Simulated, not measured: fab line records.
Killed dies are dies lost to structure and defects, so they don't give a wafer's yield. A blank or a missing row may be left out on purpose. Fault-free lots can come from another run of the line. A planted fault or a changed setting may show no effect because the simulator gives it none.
Struck lot and sound lot, side by side + flow n5 finfet + 17 out of 1938 route steps
Sound: these wafers, L989.1, L989.4, L989.6. Struck: wafer L997.4 (left out: L997.2, L997.3 of the same lot, which were not struck); the cause appears at the end.
Per side, at each step with rows, come the tool, then ch with its chambers, and then its first start. Under that, the readings that differ: sound wafers + struck wafers + difference of the means + sigmas: that difference in standard deviations of wafers without a fault.
alike: readings with means less than 2 such deviations apart, plus words and numbers identical on both sides. not compared: withheld readings, readings lacking a value on some wafer, bounds such as >300 that could conceal the same value, and numbers that have no deviation in the record and whose values overlap.
The two part at a step that has a row with sigmas, a row that says differs or no value, or rows on one side only. Non-overlapping numbers with no deviation appear without sigmas and do not part them. Lack of a reading on every wafer of one side parts them only where that side has two or more wafers.

first, 5 steps without rows for these wafers: N5_SD_EPI_P_EBR_05; N5_SD_EPI_P_SOFTBAKE_04 (time 60 s); N5_SD_EPI_P_EXPOSE_06 (exposes mask SD P BLK, target cd 240 nm); N5_SD_EPI_P_PEB_07 (peb time 60 s); N5_SD_EPI_P_DEVELOP_08 (develop time 30 s).
N5_SD_EPI_P_CD_MEAS_09: target cd 240 nm.
  sound on cd sem-03 ch 0, day 3 23:44; struck on cd sem-03 ch 0, day 6 05:33
  alike: cd nm
N5_SD_EPI_P_OVL_MEAS_10:
  sound on overlay-01 ch 0, day 3 23:47; struck on overlay-01 ch 0, day 6 05:35
  alike: SD_P_BLK_OVL
N5_SD_EPI_P_INSPECT_11: inspects for defects (macro).
  sound: defect inspect-02 at day 3 23:48; struck: defect inspect-01 at day 6 05:36
  alike: raw defect count
N5_SD_EPI_P_DESCUM_14: chemistry O2, time 7.9 s.
  sound on rie diel-01 ch 1,2, day 4 00:01; struck on rie diel-02 ch 3, day 6 05:50
| reading                         | sound          | struck | difference | sigmas |
|---------------------------------|----------------|--------|------------|--------|
| showerhead plenum p Torr (Torr) | 2.16 2.17 2.16 | 2.01   | -0.15      | -2     |
  alike: drypump motor current A, oes product au, rf vpp V, throttle valve pct
  not compared: rf hours counter h
N5_SD_EPI_P_ETCH_36: etches SiARC in CF4, target depth 45.5 nm, time 75.8 s.
  sound on rie diel-01 ch 1,2, day 4 00:02; struck on rie diel-02 ch 3, day 6 05:52
| reading                         | sound          | struck | difference | sigmas |
|---------------------------------|----------------|--------|------------|--------|
| showerhead plenum p Torr (Torr) | 2.22 2.20 2.22 | 2.05   | -0.16      | -3     |
  alike: drypump motor current A, etch rf on time s, oes product au, rf vpp V, throttle valve pct
  not compared: rf hours counter h
N5_SD_EPI_P_ETCH_37: etches SOC in N2/H2, overetch 108 nm, time 486 s.
  sound on rie diel-01 ch 1,2, day 4 00:06; struck on rie diel-02 ch 3, day 6 05:55
| reading                         | sound             | struck | difference | sigmas |
|---------------------------------|-------------------|--------|------------|--------|
| rf vpp V (V)                    | 241.6 243.4 242.7 | 238.9  | -3.7       | -3     |
| showerhead plenum p Torr (Torr) | 2.61 2.62 2.61    | 2.43   | -0.18      | -2     |
  alike: drypump motor current A, oes product au, throttle valve pct
  not compared: rf hours counter h
then, 1 step without rows for these wafers: N5_SD_EPI_P_STRIP_38 (strips in N2/H2).
N5_SD_EPI_P_ETCHBACK_46: etches SiNx in CH3F/O2, stops on SiO2, target depth 17.5 nm.
  sound on rie diel-01 ch 1,2, day 4 00:25; struck on rie diel-02 ch 3, day 6 06:15
| reading                                     | sound          | struck  | difference | sigmas |
|---------------------------------------------|----------------|---------|------------|--------|
| over etch frac                              | 0.3 0.3 0.3    | 0.64808 | +0.34808   |        |
| showerhead plenum p Torr (Torr)             | 2.08 2.06 2.08 | 1.91    | -0.16      | -3     |
| model.SiARC_of_SD_EPI_P_COAT_35.thk nm (nm) | 15.6 15.4 15.8 | 14.2    | -1.4       |        |
  alike: drypump motor current A, oes product au, rf vpp V, throttle valve pct
  not compared: rf hours counter h
N5_SD_EPI_P_ETCH_47: etches SiOCN in CH3F/O2, target depth 25 nm.
  sound on rie diel-01 ch 1,2, day 4 00:31; struck on rie diel-02 ch 3, day 6 06:21
| reading                         | sound          | struck | difference | sigmas |
|---------------------------------|----------------|--------|------------|--------|
| showerhead plenum p Torr (Torr) | 2.08 2.06 2.08 | 1.91   | -0.16      | -2     |
  alike: drypump motor current A, oes product au, rf vpp V, throttle valve pct
  not compared: rf hours counter h
N5_SD_EPI_P_ETCH_16: etches SiO2 in CHF3/O2, target depth 5 nm.
  sound on rie diel-01 ch 1,2, day 4 00:37; struck on rie diel-02 ch 3, day 6 06:27
| reading                                     | sound          | struck | difference | sigmas |
|---------------------------------------------|----------------|--------|------------|--------|
| showerhead plenum p Torr (Torr)             | 2.50 2.48 2.50 | 2.31   | -0.18      | -2     |
| model.SiARC_of_SD_EPI_P_COAT_35.thk nm (nm) | 12.2 11.8 12.4 | 10.8   | -1.3       |        |
  alike: CHF3_flow_sccm, drypump motor current A, oes product au, rf vpp V, throttle valve pct
  not compared: rf hours counter h
then, 2 steps without rows for these wafers: N5_SD_EPI_P_STRIP_50 (strips in CHF3/O2); N5_PASSIVATION_PROBE_49.

== WHERE THEY PART ==
Earliest at N5_SD_EPI_P_DESCUM_14; latest, in this record, at N5_SD_EPI_P_ETCH_16.

WHY: the cause the simulator had injected
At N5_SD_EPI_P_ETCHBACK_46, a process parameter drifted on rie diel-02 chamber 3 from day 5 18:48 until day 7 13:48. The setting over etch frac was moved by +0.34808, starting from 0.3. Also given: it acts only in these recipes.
